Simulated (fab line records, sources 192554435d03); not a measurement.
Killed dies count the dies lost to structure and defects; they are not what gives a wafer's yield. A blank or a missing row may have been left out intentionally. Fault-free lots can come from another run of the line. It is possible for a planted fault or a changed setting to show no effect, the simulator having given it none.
Matching of chambers ; flow n5-finfet ; cvd-co-01 running N5_BEOL_M0_CO_CAP_123: 3 sister chambers
The step material Co, precursor CCTBA/H2, target thk 2 nm, time 102.1 s. 16 wafers are shown with their chamber, then 8 later ones without.

EACH WAFER AND ITS CHAMBER
wafer;chamber;heater-power-w (W)
L075.3;2;261
L075.4;0;249
L075.6;2;257
L076.1;0;252
L076.3;2;252
L076.5;2;256
L079.3;0;247
L079.5;1;227
L079.6;2;255
L080.3;2;257
L080.4;0;250
L080.6;1;228
L082.2;2;251
L082.3;0;260
L082.6;0;251
L087.1;1;227

SIGNATURES (means of the wafers above)
reading;chamber 0;chamber 1;chamber 2;scatter within a chamber
heater-power-w;251.50;227.33;255.57;3.61
Rule: a wafer lies at a distance from a chamber equal to the root of the sum of squares, over the readings, of (its reading less the chamber's mean, divided by the reading's scatter). If the next closest chamber is less than 2 further off than the closest, the wafer can't be placed; otherwise it belongs to the closest. How the scatter is found: for the shown wafers, subtract from each reading the mean of its chamber, square and add these, divide the total by (wafers less chambers), then take the root.

WAFERS WHOSE CHAMBER IS MISSING
wafer;heater-power-w (W)
L087.4;255
L087.5;257
L088.2;230
L088.5;251
L088.6;226
L091.2;251
L091.5;253
L091.6;227

WHICH CHAMBER EACH ONE RAN IN
wafer;from the rows above;in truth
L087.4;can't be placed: 2 or 0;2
L087.5;can't be placed: 2 or 0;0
L088.2;1;1
L088.5;can't be placed: 0 or 2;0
L088.6;1;1
L091.2;can't be placed: 0 or 2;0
L091.5;can't be placed: 0 or 2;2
L091.6;1;1
Correct placement for 3 of the 8. Unplaceable from these rows: 5, with the true chamber sitting among the candidates in 5. Placed wrongly: 0.
